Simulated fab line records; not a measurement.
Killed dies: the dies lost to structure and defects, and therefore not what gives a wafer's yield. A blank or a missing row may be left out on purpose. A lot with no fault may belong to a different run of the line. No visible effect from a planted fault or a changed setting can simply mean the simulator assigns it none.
Which tool is to blame? :: flow n5 finfet :: 72 wafers from 24 lots sampled at 3 of the route's 1938 steps

## WHAT THE GAUGES READ, wafer by wafer
N5_ZERO_LAYER_INSPECT_20: inspects for defects (darkfield).
lot: L074
measured: day 1 13:18
on: defect inspect-02
raw defect count: 18 24 17

lot: L075
measured: day 1 19:23
on: defect inspect-02
raw defect count: 40 41 21

lot: L076
measured: day 2 01:17
on: defect inspect-01
raw defect count: 44 22 32

lot: L077
measured: day 2 07:24
on: defect inspect-02
raw defect count: 36 20 24

lot: L078
measured: day 2 13:17
on: defect inspect-02
raw defect count: 19 37 20

lot: L079
measured: day 2 19:24
on: defect inspect-02
raw defect count: 26 23 59

lot: L080
measured: day 3 01:23
on: defect inspect-02
raw defect count: 51 29 37

lot: L081
measured: day 3 07:17
on: defect inspect-01
raw defect count: 38 60 64

lot: L082
measured: day 3 13:23
on: defect inspect-02
raw defect count: 27 52 38

lot: L083
measured: day 3 19:48
on: defect inspect-02
raw defect count: 97 34 57

lot: L084
measured: day 4 01:16
on: defect inspect-01
raw defect count: 63 85 40

lot: L085
measured: day 4 07:15
on: defect inspect-02
raw defect count: 41 48 49

lot: L086
measured: day 4 13:23
on: defect inspect-02
raw defect count: 25 25 20

lot: L087
measured: day 4 20:38
on: defect inspect-01
raw defect count: 45 29 29

lot: L088
measured: day 5 01:15
on: defect inspect-01
raw defect count: 25 25 23

lot: L089
measured: day 5 07:16
on: defect inspect-02
raw defect count: 46 48 30

lot: L090
measured: day 5 13:44
on: defect inspect-01
raw defect count: 23 49 15

lot: L091
measured: day 5 19:17
on: defect inspect-02
raw defect count: 65 45 44

lot: L092
measured: day 6 01:37
on: defect inspect-01
raw defect count: 48 43 51

lot: L093
measured: day 6 07:55
on: defect inspect-02
raw defect count: 39 44 61

lot: L094
measured: day 6 13:23
on: defect inspect-01
raw defect count: 15 29 12

lot: L095
measured: day 6 19:24
on: defect inspect-02
raw defect count: 39 53 18

lot: L096
measured: day 7 01:50
on: defect inspect-02
raw defect count: 33 34 31

lot: L097
measured: day 7 07:37
on: defect inspect-01
raw defect count: 64 63 104

N5_PMOS_HMC_CHANNEL_EPI_OVL_MEAS_10.
lot: L074
measured: day 1 17:22
on: overlay-01
PMOS_HMC_BLK_OVL (nm): 1.1 0.5 -0.5

lot: L075
measured: day 1 23:08
on: overlay-02
PMOS_HMC_BLK_OVL (nm): -0.4 0.3 -1.7

lot: L076
measured: day 2 05:26
on: overlay-01
PMOS_HMC_BLK_OVL (nm): 0.9 0.5 0.0

lot: L077
measured: day 2 11:20
on: overlay-01
PMOS_HMC_BLK_OVL (nm): -0.4 -1.0 1.4

lot: L078
measured: day 2 17:17
on: overlay-02
PMOS_HMC_BLK_OVL (nm): -0.2 -1.8 -0.4

lot: L079
measured: day 2 23:25
on: overlay-01
PMOS_HMC_BLK_OVL (nm): -0.9 -0.6 0.5

lot: L080
measured: day 3 05:22
on: overlay-02
PMOS_HMC_BLK_OVL (nm): 0.9 1.3 -0.7

lot: L081
measured: day 3 11:14
on: overlay-02
PMOS_HMC_BLK_OVL (nm): -0.3 0.6 0.2

lot: L082
measured: day 3 17:42
on: overlay-01
PMOS_HMC_BLK_OVL (nm): 0.7 -0.8 0.1

lot: L083
measured: day 3 23:43
on: overlay-01
PMOS_HMC_BLK_OVL (nm): 0.4 1.5 0.1

lot: L084
measured: day 4 05:27
on: overlay-01
PMOS_HMC_BLK_OVL (nm): -0.1 -1.5 -0.6

lot: L085
measured: day 4 11:29
on: overlay-02
PMOS_HMC_BLK_OVL (nm): -0.1 -0.2 -0.9

lot: L086
measured: day 4 18:15
on: overlay-01
PMOS_HMC_BLK_OVL (nm): -0.4 -0.1 -0.1

lot: L087
measured: day 5 01:10
on: overlay-02
PMOS_HMC_BLK_OVL (nm): 0.6 0.1 0.1

lot: L088
measured: day 5 05:02
on: overlay-01
PMOS_HMC_BLK_OVL (nm): -1.1 -0.4 0.0

lot: L089
measured: day 5 11:21
on: overlay-01
PMOS_HMC_BLK_OVL (nm): -1.1 -0.6 -0.2

lot: L090
measured: day 5 18:02
on: overlay-02
PMOS_HMC_BLK_OVL (nm): 0.0 0.7 -0.4

lot: L091
measured: day 6 00:02
on: overlay-01
PMOS_HMC_BLK_OVL (nm): 0.0 -0.1 0.6

lot: L092
measured: day 6 05:41
on: overlay-02
PMOS_HMC_BLK_OVL (nm): 0.0 -1.0 -0.1

lot: L093
measured: day 6 11:28
on: overlay-01
PMOS_HMC_BLK_OVL (nm): -0.8 -1.1 0.2

lot: L094
measured: day 6 17:22
on: overlay-01
PMOS_HMC_BLK_OVL (nm): 0.6 1.7 0.7

lot: L095
measured: day 6 23:26
on: overlay-01
PMOS_HMC_BLK_OVL (nm): 0.6 -0.1 -0.2

lot: L096
measured: day 7 05:44
on: overlay-02
PMOS_HMC_BLK_OVL (nm): 0.7 0.0 1.2

lot: L097
measured: day 7 11:30
on: overlay-02
PMOS_HMC_BLK_OVL (nm): -0.1 -0.5 1.0

## TOOL THAT RAN EACH LOT (tool first, then ch and the chambers of the sampled wafers, then the start)
lot: L074
N5_WELL_APT_EPI_41: epi rpcvd-01 ch 0, day 1 16:11

lot: L075
N5_WELL_APT_EPI_41: epi rpcvd-03 ch 0, day 1 22:08

lot: L076
N5_WELL_APT_EPI_41: epi rpcvd-01 ch 0, day 2 04:07

lot: L077
N5_WELL_APT_EPI_41: epi rpcvd-03 ch 0, day 2 10:18

lot: L078
N5_WELL_APT_EPI_41: epi rpcvd-03 ch 0, day 2 16:11

lot: L079
N5_WELL_APT_EPI_41: epi rpcvd-01 ch 0, day 2 22:20

lot: L080
N5_WELL_APT_EPI_41: epi rpcvd-01 ch 0, day 3 04:11

lot: L081
N5_WELL_APT_EPI_41: epi rpcvd-03 ch 0, day 3 10:28

lot: L082
N5_WELL_APT_EPI_41: epi rpcvd-01 ch 0, day 3 16:31

lot: L083
N5_WELL_APT_EPI_41: epi rpcvd-03 ch 0, day 3 22:36

lot: L084
N5_WELL_APT_EPI_41: epi rpcvd-03 ch 0, day 4 04:20

lot: L085
N5_WELL_APT_EPI_41: epi rpcvd-01 ch 0, day 4 09:55

lot: L086
N5_WELL_APT_EPI_41: epi rpcvd-04 ch 0, day 4 17:11

lot: L087
N5_WELL_APT_EPI_41: epi rpcvd-04 ch 0, day 4 23:50

lot: L088
N5_WELL_APT_EPI_41: epi rpcvd-01 ch 0, day 5 04:08

lot: L089
N5_WELL_APT_EPI_41: epi rpcvd-01 ch 0, day 5 10:14

lot: L090
N5_WELL_APT_EPI_41: epi rpcvd-03 ch 0, day 5 16:43

lot: L091
N5_WELL_APT_EPI_41: epi rpcvd-01 ch 0, day 5 23:09

lot: L092
N5_WELL_APT_EPI_41: epi rpcvd-03 ch 0, day 6 04:46

lot: L093
N5_WELL_APT_EPI_41: epi rpcvd-01 ch 0, day 6 10:29

lot: L094
N5_WELL_APT_EPI_41: epi rpcvd-03 ch 0, day 6 16:23

lot: L095
N5_WELL_APT_EPI_41: epi rpcvd-01 ch 0, day 6 22:23

lot: L096
N5_WELL_APT_EPI_41: epi rpcvd-03 ch 0, day 7 05:02

lot: L097
N5_WELL_APT_EPI_41: epi rpcvd-01 ch 0, day 7 10:23
- N5_WELL_APT_EPI_41: deposits Si from SiH4/H2, target thk 50 nm, time 297.7 s.

## AS READ BY THE TOOLS THEMSELVES (means over the sampled wafers that have a number; for cases with no such wafer, the mark the record gives instead)
N5_WELL_APT_EPI_41.
lot: L074
tool: epi rpcvd-01
throttle valve pct (%): 11.30

lot: L075
tool: epi rpcvd-03
throttle valve pct (%): 11.42

lot: L076
tool: epi rpcvd-01
throttle valve pct (%): 11.13

lot: L077
tool: epi rpcvd-03
throttle valve pct (%): 11.45

lot: L078
tool: epi rpcvd-03
throttle valve pct (%): 11.37

lot: L079
tool: epi rpcvd-01
throttle valve pct (%): 11.09

lot: L080
tool: epi rpcvd-01
throttle valve pct (%): 11.17

lot: L081
tool: epi rpcvd-03
throttle valve pct (%): 11.36

lot: L082
tool: epi rpcvd-01
throttle valve pct (%): 11.05

lot: L083
tool: epi rpcvd-03
throttle valve pct (%): 11.26

lot: L084
tool: epi rpcvd-03
throttle valve pct (%): 11.35

lot: L085
tool: epi rpcvd-01
throttle valve pct (%): 10.98

lot: L086
tool: epi rpcvd-04
throttle valve pct (%): 10.90

lot: L087
tool: epi rpcvd-04
throttle valve pct (%): 11.03

lot: L088
tool: epi rpcvd-01
throttle valve pct (%): 11.06

lot: L089
tool: epi rpcvd-01
throttle valve pct (%): 11.22

lot: L090
tool: epi rpcvd-03
throttle valve pct (%): 11.40

lot: L091
tool: epi rpcvd-01
throttle valve pct (%): 11.23

lot: L092
tool: epi rpcvd-03
throttle valve pct (%): 11.38

lot: L093
tool: epi rpcvd-01
throttle valve pct (%): 11.00

lot: L094
tool: epi rpcvd-03
throttle valve pct (%): 11.43

lot: L095
tool: epi rpcvd-01
throttle valve pct (%): 11.17

lot: L096
tool: epi rpcvd-03
throttle valve pct (%): 11.28

lot: L097
tool: epi rpcvd-01
throttle valve pct (%): 11.08

## THE ANSWER, worked out from the rows above alone
Rule: usual is defined by the lots themselves. Put in order of their means at a reading, lots are off if they are a third of the lots or fewer, leave a main group of 4 or more, and stand apart from it by a gap of 3 or more times the standard deviation of the main group's means; of several such gaps the widest counts. A main group is skipped when, at the precision printed for the reading in the tables above, its means are all equal. Also off: a lot with no number at a reading for which 4 or more lots have one. All remaining lots with rows at the step are treated as sound. The gauges are gone through in route order, then the tools' own readings, and for those a lot's mean is taken as printed above. At the first step where some lot is off, the reading lying furthest off is the one used; lots without a number count as furthest.
None of the lots is off at any reading shown; this tells nothing.

## WHAT THE SIMULATOR HAD INSERTED
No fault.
